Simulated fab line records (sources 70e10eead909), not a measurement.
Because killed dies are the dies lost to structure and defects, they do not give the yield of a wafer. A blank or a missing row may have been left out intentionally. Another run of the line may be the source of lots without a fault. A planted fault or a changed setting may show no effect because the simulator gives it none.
What tool caused it? :: flow nand_harc :: 11 lots, 33 wafers sampled, at 6 steps of a route of 1302

WHAT EACH GAUGE READ, for each wafer
NHARC_A_SLIT_INSPECT_11.
lot: L077
measured: day 20 12:43
on: defect_inspect-02
raw_defect_count: 25 17 17

lot: L078
measured: day 21 02:04
on: defect_inspect-01
raw_defect_count: 114 101 108

lot: L081
measured: day 22 11:38
on: defect_inspect-02
raw_defect_count: 98 127 114

lot: L083
measured: day 23 08:20
on: defect_inspect-02
raw_defect_count: 24 24 26

lot: L084
measured: day 24 07:37
on: defect_inspect-01
raw_defect_count: 16 11 13

lot: L087
measured: day 24 18:20
on: defect_inspect-01
raw_defect_count: 57 54 55

lot: L088
measured: day 25 17:35
on: defect_inspect-02
raw_defect_count: 92 74 83

lot: L090
measured: day 26 12:40
on: defect_inspect-01
raw_defect_count: 104 88 86

lot: L093
measured: day 27 03:31
on: defect_inspect-01
raw_defect_count: 23 23 21

lot: L094
measured: day 28 07:10
on: defect_inspect-02
raw_defect_count: 48 41 44

lot: L097
measured: day 28 12:58
on: defect_inspect-01
raw_defect_count: 44 50 65

EACH LOT AND THE TOOL THAT RAN IT (in order: tool; ch and the chambers of the sampled wafers; start)
lot: L077
NHARC_A_STAIRCASE_DESCUM_291: rie_diel-09 ch 0,3, day 17 15:07
NHARC_A_STAIRCASE_ETCH_315: rie_diel-10 ch 0,3, day 18 04:17 or earlier
NHARC_A_STAIRCASE_ALD_420: ald_hk-03 ch 0,1, day 18 04:17
NHARC_A_STAIRCASE_DESCUM_443: rie_diel-10 ch 1,2,3, day 19 15:24
NHARC_A_STAIRCASE_ETCHBACK_422: rie_diel-10 ch 2,3, day 19 21:10

lot: L078
NHARC_A_STAIRCASE_DESCUM_291: rie_diel-10 ch 1,2,3, day 18 05:14
NHARC_A_STAIRCASE_ETCH_315: rie_diel-02 ch 0,1,3, day 18 22:50 or earlier
NHARC_A_STAIRCASE_ALD_420: ald_hk-04 ch 1,3, day 18 22:50
NHARC_A_STAIRCASE_DESCUM_443: rie_diel-02 ch 0,3, day 20 05:57
NHARC_A_STAIRCASE_ETCHBACK_422: rie_diel-10 ch 1,3, day 20 11:43

lot: L081
NHARC_A_STAIRCASE_DESCUM_291: rie_diel-02 ch 0,1,2, day 19 05:47
NHARC_A_STAIRCASE_ETCH_315: rie_diel-09 ch 0,1,3, day 20 02:07 or earlier
NHARC_A_STAIRCASE_ALD_420: ald_hk-03 ch 1,2,3, day 20 02:07
NHARC_A_STAIRCASE_DESCUM_443: rie_diel-09 ch 1,2,3, day 21 15:50
NHARC_A_STAIRCASE_ETCHBACK_422: rie_diel-02 ch 0,1,3, day 21 21:44

lot: L083
NHARC_A_STAIRCASE_DESCUM_291: rie_diel-10 ch 0,1, day 20 06:28
NHARC_A_STAIRCASE_ETCH_315: rie_diel-10 ch 0,1, day 20 22:23 or earlier
NHARC_A_STAIRCASE_ALD_420: ald_hk-03 ch 0,1,3, day 20 22:23
NHARC_A_STAIRCASE_DESCUM_443: rie_diel-09 ch 0,2, day 22 11:25
NHARC_A_STAIRCASE_ETCHBACK_422: rie_diel-10 ch 1,2,3, day 22 18:24

lot: L084
NHARC_A_STAIRCASE_DESCUM_291: rie_diel-09 ch 0,3, day 21 04:01
NHARC_A_STAIRCASE_ETCH_315: rie_diel-10 ch 1,2,3, day 21 19:22 or earlier
NHARC_A_STAIRCASE_ALD_420: ald_hk-01 ch 0,2,3, day 21 19:22
NHARC_A_STAIRCASE_DESCUM_443: rie_diel-10 ch 1,2, day 23 10:41
NHARC_A_STAIRCASE_ETCHBACK_422: rie_diel-10 ch 0,3, day 23 16:32

lot: L087
NHARC_A_STAIRCASE_DESCUM_291: rie_diel-02 ch 1,2, day 21 15:34
NHARC_A_STAIRCASE_ETCH_315: rie_diel-10 ch 0,2, day 22 08:10 or earlier
NHARC_A_STAIRCASE_ALD_420: ald_hk-01 ch 0,1, day 22 08:10
NHARC_A_STAIRCASE_DESCUM_443: rie_diel-09 ch 0,2, day 23 19:46
NHARC_A_STAIRCASE_ETCHBACK_422: rie_diel-09 ch 0,1,2, day 24 01:43

lot: L088
NHARC_A_STAIRCASE_DESCUM_291: rie_diel-10 ch 0,1,3, day 22 19:49
NHARC_A_STAIRCASE_ETCH_315: rie_diel-02 ch 0,3, day 23 08:22 or earlier
NHARC_A_STAIRCASE_ALD_420: ald_hk-03 ch 0,3, day 23 08:22
NHARC_A_STAIRCASE_DESCUM_443: rie_diel-09 ch 2,3, day 24 20:13
NHARC_A_STAIRCASE_ETCHBACK_422: rie_diel-09 ch 1,2,3, day 25 02:03

lot: L090
NHARC_A_STAIRCASE_DESCUM_291: rie_diel-09 ch 0,1,2, day 23 12:26
NHARC_A_STAIRCASE_ETCH_315: rie_diel-02 ch 0,2,3, day 24 01:29 or earlier
NHARC_A_STAIRCASE_ALD_420: ald_hk-01 ch 0,1,3, day 24 01:29
NHARC_A_STAIRCASE_DESCUM_443: rie_diel-02 ch 1,2,3, day 25 15:06
NHARC_A_STAIRCASE_ETCHBACK_422: rie_diel-10 ch 1,2,3, day 25 20:58

lot: L093
NHARC_A_STAIRCASE_DESCUM_291: rie_diel-02 ch 0,1,3, day 24 00:42
NHARC_A_STAIRCASE_ETCH_315: rie_diel-10 ch 0,2,3, day 24 15:07 or earlier
NHARC_A_STAIRCASE_ALD_420: ald_hk-01 ch 1,2,3, day 24 15:07
NHARC_A_STAIRCASE_DESCUM_443: rie_diel-09 ch 0,1,3, day 26 01:31
NHARC_A_STAIRCASE_ETCHBACK_422: rie_diel-10 ch 0,1,3, day 26 07:31

lot: L094
NHARC_A_STAIRCASE_DESCUM_291: rie_diel-02 ch 0,2,3, day 25 06:52
NHARC_A_STAIRCASE_ETCH_315: rie_diel-09 ch 0,2,3, day 25 19:17 or earlier
NHARC_A_STAIRCASE_ALD_420: ald_hk-03 ch 0,1,2, day 25 19:17
NHARC_A_STAIRCASE_DESCUM_443: rie_diel-10 ch 0,1,2, day 27 06:14
NHARC_A_STAIRCASE_ETCHBACK_422: rie_diel-10 ch 2,3, day 27 12:06

lot: L097
NHARC_A_STAIRCASE_DESCUM_291: rie_diel-09 ch 0,1,2, day 25 18:59
NHARC_A_STAIRCASE_ETCH_315: rie_diel-09 ch 1,2,3, day 26 07:29 or earlier
NHARC_A_STAIRCASE_ALD_420: ald_hk-01 ch 0,1,3, day 26 07:29
NHARC_A_STAIRCASE_DESCUM_443: rie_diel-09 ch 1,3, day 27 14:49
NHARC_A_STAIRCASE_ETCHBACK_422: rie_diel-10 ch 0,2,3, day 27 22:01
- NHARC_A_STAIRCASE_DESCUM_291: chemistry O2, time 3 s.
- NHARC_A_STAIRCASE_ETCH_315: etches the open film in C4F8/O2/Ar, target depth 2500 nm, time 607.1 s.
- NHARC_A_STAIRCASE_ALD_420: deposits SiO2, target thk 20 nm, pulse time 6 s, ald cycles 200.
- NHARC_A_STAIRCASE_DESCUM_443: chemistry O2, time 3 s.
- NHARC_A_STAIRCASE_ETCHBACK_422: etches the open film in CH3F/O2, target depth 40 nm, time 74.286 s.

THE ANSWER, worked out from the rows above alone
Rule: usual is defined by the lots themselves. The widest of any qualifying gaps counts: lots, ordered by their means at a reading, are off when they make up no more than a third of the lots, leave a main group of 4 or more, and stand apart from it by 3 or more times the standard deviation of that group's means. A main group whose means are all the same, to the digits that the tables above print for the reading, isn't used. Also off: a lot with no number at a reading for which 4 or more lots have one. Any other lot the step has rows for is counted as sound.
Across all readings shown, no lot is off: no conclusion can be drawn from this.

WHAT THE SIMULATOR HAD PUT IN
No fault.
